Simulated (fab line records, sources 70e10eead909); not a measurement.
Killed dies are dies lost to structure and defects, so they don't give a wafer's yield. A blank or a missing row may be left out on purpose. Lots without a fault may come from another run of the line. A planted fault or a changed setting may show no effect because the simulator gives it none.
Chamber matching | flow nand_harc | NHARC_A_SLIT_DEP_25 on pecvd-03: 3 sister chambers
The step deposits SiO2, target thk 200 nm. 3 wafers are shown with their chamber, then 12 later ones without.

WAFERS WITH THEIR CHAMBER
wafer  | chamber | throttle_valve_pct (%)
L086.3 | 1       | 15.4
L088.5 | 2       | 14.8
L088.6 | 0       | 16.1

WAFERS WITHOUT THEIR CHAMBER
wafer  | throttle_valve_pct (%)
L093.2 | 16.2
L093.3 | 15.5
L093.5 | 15.7
L095.1 | 15.2
L095.4 | 16.1
L095.5 | 15.7
L096.1 | 14.8
L096.3 | 15.9
L096.4 | 15.6
L097.2 | 14.7
L097.4 | 14.9
L097.5 | 15.6

WHICH CHAMBER EACH WENT THROUGH
wafer  | from the rows above     | in truth
L093.2 | 0                       | 0
L093.3 | 1                       | 1
L093.5 | can't be placed: 1 or 0 | 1
L095.1 | can't be placed: 1 or 2 | 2
L095.4 | 0                       | 0
L095.5 | can't be placed: 1 or 0 | 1
L096.1 | 2                       | 2
L096.3 | can't be placed: 0 or 1 | 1
L096.4 | can't be placed: 1 or 0 | 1
L097.2 | 2                       | 2
L097.4 | 2                       | 2
L097.5 | can't be placed: 1 or 0 | 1
Placed correctly: 6 of 12. Can't be placed from these rows: 6 (the true chamber is among the candidates in 6). Placed wrongly: 0.
How it was worked out, from the rows above alone: a wafer's distance from a chamber is the root of the sum, over the readings, of the square of ((its reading less the chamber's mean) divided by the reading's scatter). The wafer belongs to the nearest chamber; if the next one is less than 2 further off, it can't be placed. A chamber's mean is the mean of its shown wafers. The scatter: with one shown wafer a chamber, the root of the mean of the squares of how far each hidden wafer lies from its nearest shown one.
